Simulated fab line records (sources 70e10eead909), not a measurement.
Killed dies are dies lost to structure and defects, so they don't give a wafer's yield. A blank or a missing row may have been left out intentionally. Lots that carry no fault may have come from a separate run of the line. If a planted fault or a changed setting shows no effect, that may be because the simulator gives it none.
Matching of chambers | flow nandHarc | NHARC_P_M0_PRE_CLEAN_31 on pecvd-02 has 3 sister chambers
The step time 12 s. 14 wafers are shown with their chamber, then 7 later ones without.

## WAFERS, EACH WITH ITS CHAMBER
wafer  | chamber | heaterPowerW (W) | susceptorTempC (C)
L079.1 | 0       | 569              | 370.37
L079.3 | 1       | 588              | 369.99
L079.5 | 2       | 646              | 369.80
L081.2 | 2       | 640              | 369.87
L081.3 | 0       | 578              | 370.00
L081.5 | 0       | 565              | 370.27
L086.1 | 2       | 637              | 370.08
L086.2 | 0       | 556              | 370.24
L086.6 | 0       | 563              | 370.16
L088.1 | 0       | 543              | 370.16
L088.2 | 2       | 652              | 370.09
L088.3 | 1       | 547              | 370.19
L091.1 | 2       | 629              | 369.90
L091.3 | 0       | 570              | 370.06

SIGNATURES (means of the wafers above)
reading        | chamber 0 | chamber 1 | chamber 2 | scatter within a chamber
heaterPowerW   | 563.43    | 567.50    | 640.80    | 13.2
susceptorTempC | 370.1800  | 370.0900  | 369.9480  | 0.129
Rule: a wafer's distance from a chamber is the root of the sum, over the readings, of the square of ((its reading less the chamber's mean) divided by the reading's scatter). If the next closest chamber is less than 2 further off than the closest, the wafer can't be placed; otherwise it belongs to the closest. The scatter is the square root of a quotient: the sum, over the shown wafers, of each reading's squared deviation from its chamber's mean, divided by wafers minus chambers.

## WAFERS WITHOUT THEIR CHAMBER
wafer  | heaterPowerW (W) | susceptorTempC (C)
L091.5 | 569              | 370.48
L092.1 | 587              | 370.19
L092.2 | 667              | 370.02
L092.5 | 687              | 370.02
L097.1 | 586              | 370.42
L097.2 | 641              | 369.96
L097.3 | 602              | 369.80

## EACH ONE'S CHAMBER
wafer  | from the rows above          | in truth
L091.5 | can't be placed: 0 or 1      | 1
L092.1 | can't be placed: 1 or 0      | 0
L092.2 | 2                            | 2
L092.5 | 2                            | 2
L097.1 | can't be placed: 0 or 1      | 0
L097.2 | 2                            | 2
L097.3 | can't be placed: 2 or 1 or 0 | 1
Correct placement for 3 of the 7. Can't be placed from these rows: 4 (the true chamber is among the candidates in 4). Placed wrongly: 0.
